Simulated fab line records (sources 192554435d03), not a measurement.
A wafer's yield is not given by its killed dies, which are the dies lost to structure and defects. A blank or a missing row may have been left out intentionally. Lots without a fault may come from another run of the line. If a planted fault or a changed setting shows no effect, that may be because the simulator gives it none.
Lot-split experiment :: flow n5Finfet :: 21 wafers read from 7 lots, route of 1938 steps

## ON THE SPLIT
At N5_BEOL_M2_COAT_62 (time 60 s, resist thk 12 nm), the setting spinRpm was moved away from the recipe's 1500 rpm on 8 of the 21 wafers read, by -7.8% to +10.9%. This setting was run at the recipe's value on the other wafers.

## FROM THE SPLIT TO THE READING: what the file shows between them, 4 steps
- N5_BEOL_M2_COAT_73: time 60 s, resist thk 5 nm
- N5_BEOL_M2_COAT_05: resist thk 30 nm
- N5_BEOL_M2_DESCUM_16: chemistry O2, time 7 s
- N5_BEOL_M2_ETCH_74: etches underlayer in N2/H2, target depth 6.5 nm, time 5.2 s

## THE READING
etch.depthNm (the simulator's own value, which no gauge read), in nm, at N5_BEOL_M2_ETCH_63 (etches SiARC in CF4, target depth 15.6 nm, time 26 s). No usual value for it is given in the file. The 13 wafers here that ran the recipe average 12.01 nm, standard deviation 0.04 nm.

wafer: L075.1
tool, chamber at the split: lithoTrack-05, 0
spinRpm as run, rpm: 1500
against the recipe: recipe
etch.depthNm, nm: 11.94
against lot-mates on the recipe: -

wafer: L075.2
tool, chamber at the split: lithoTrack-05, 0
spinRpm as run, rpm: 1500
against the recipe: recipe
etch.depthNm, nm: 11.95
against lot-mates on the recipe: -

wafer: L075.6
tool, chamber at the split: lithoTrack-05, 0
spinRpm as run, rpm: 1500
against the recipe: recipe
etch.depthNm, nm: 11.97
against lot-mates on the recipe: -

wafer: L077.2
tool, chamber at the split: lithoTrack-05, 0
spinRpm as run, rpm: 1549
against the recipe: +3.3%
etch.depthNm, nm: 11.76
against lot-mates on the recipe: -0.21

wafer: L077.5
tool, chamber at the split: lithoTrack-05, 0
spinRpm as run, rpm: 1500
against the recipe: recipe
etch.depthNm, nm: 11.97
against lot-mates on the recipe: -

wafer: L077.6
tool, chamber at the split: lithoTrack-05, 0
spinRpm as run, rpm: 1549
against the recipe: +3.3%
etch.depthNm, nm: 11.75
against lot-mates on the recipe: -0.22

wafer: L081.1
tool, chamber at the split: lithoTrack-05, 0
spinRpm as run, rpm: 1500
against the recipe: recipe
etch.depthNm, nm: 12.05
against lot-mates on the recipe: -

wafer: L081.3
tool, chamber at the split: lithoTrack-05, 0
spinRpm as run, rpm: 1383
against the recipe: -7.8%
etch.depthNm, nm: 12.5
against lot-mates on the recipe: +0.45

wafer: L081.6
tool, chamber at the split: lithoTrack-05, 0
spinRpm as run, rpm: 1383
against the recipe: -7.8%
etch.depthNm, nm: 12.5
against lot-mates on the recipe: +0.45

wafer: L083.3
tool, chamber at the split: lithoTrack-05, 0
spinRpm as run, rpm: 1664
against the recipe: +10.9%
etch.depthNm, nm: 11.39
against lot-mates on the recipe: -0.66

wafer: L083.4
tool, chamber at the split: lithoTrack-05, 0
spinRpm as run, rpm: 1664
against the recipe: +10.9%
etch.depthNm, nm: 11.42
against lot-mates on the recipe: -0.63

wafer: L083.5
tool, chamber at the split: lithoTrack-05, 0
spinRpm as run, rpm: 1500
against the recipe: recipe
etch.depthNm, nm: 12.05
against lot-mates on the recipe: -

wafer: L084.1
tool, chamber at the split: lithoTrack-04, 0
spinRpm as run, rpm: 1417
against the recipe: -5.5%
etch.depthNm, nm: 12.36
against lot-mates on the recipe: +0.33

wafer: L084.5
tool, chamber at the split: lithoTrack-04, 0
spinRpm as run, rpm: 1500
against the recipe: recipe
etch.depthNm, nm: 12.01
against lot-mates on the recipe: -

wafer: L084.6
tool, chamber at the split: lithoTrack-04, 0
spinRpm as run, rpm: 1500
against the recipe: recipe
etch.depthNm, nm: 12.05
against lot-mates on the recipe: -

wafer: L096.1
tool, chamber at the split: lithoTrack-04, 0
spinRpm as run, rpm: 1500
against the recipe: recipe
etch.depthNm, nm: 12.07
against lot-mates on the recipe: -

wafer: L096.4
tool, chamber at the split: lithoTrack-04, 0
spinRpm as run, rpm: 1500
against the recipe: recipe
etch.depthNm, nm: 12.02
against lot-mates on the recipe: -

wafer: L096.6
tool, chamber at the split: lithoTrack-04, 0
spinRpm as run, rpm: 1428
against the recipe: -4.8%
etch.depthNm, nm: 12.35
against lot-mates on the recipe: +0.30

wafer: L095.1
tool, chamber at the split: lithoTrack-03, 0
spinRpm as run, rpm: 1500
against the recipe: recipe
etch.depthNm, nm: 12.03
against lot-mates on the recipe: -

wafer: L095.2
tool, chamber at the split: lithoTrack-03, 0
spinRpm as run, rpm: 1500
against the recipe: recipe
etch.depthNm, nm: 11.99
against lot-mates on the recipe: -

wafer: L095.3
tool, chamber at the split: lithoTrack-03, 0
spinRpm as run, rpm: 1500
against the recipe: recipe
etch.depthNm, nm: 12.02
against lot-mates on the recipe: -

FIT RESULTS
A straight line over all 21 wafers: etch.depthNm changes by -0.0599 nm for each +1% of spinRpm; r = -0.99; the points scatter about the line by 0.044 nm.
The same after taking each lot's own level away (the mean of its wafers on the recipe; 21 wafers): -0.0592 nm for each +1%; r = -1.00; scatter 0.017 nm.
The reading moves by 0.65 nm for the largest change in spinRpm, on that fit.
Measured against the standard deviation above, the lots' own levels, which go from 11.953 to 12.050 nm, span 2.4 times it.
Consequently the slope shifts little with the lot-to-lot level, the two slopes agreeing.
Check: with one of the wafers moved furthest among these (+10.9%) left out of the fit, the line predicts -0.645 nm for it against its lot-mates. Against them it came out at -0.66 nm.

## THE WHOLE CHAIN: every reading that the file lists as answering this split, in the file's order
step: N5_BEOL_M2_COAT_62
what it does: time 60 s, resist thk 12 nm
reading: SiARC_of_BEOL_M2_COAT_62.thkNm (the simulator's own value, which no gauge read)
change (the file's fit): -0.0623 nm for each +1% of the setting
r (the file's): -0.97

step: N5_BEOL_M2_ETCH_63
what it does: etches SiARC in CF4, target depth 15.6 nm, time 26 s
reading: etch.depthNm (the simulator's own value, which no gauge read)
change (the file's fit): -0.0596 nm for each +1% of the setting
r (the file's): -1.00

## THE FILE'S OWN FIT
etch.depthNm changes by -0.0596 nm for each +1% of spinRpm, r = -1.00.
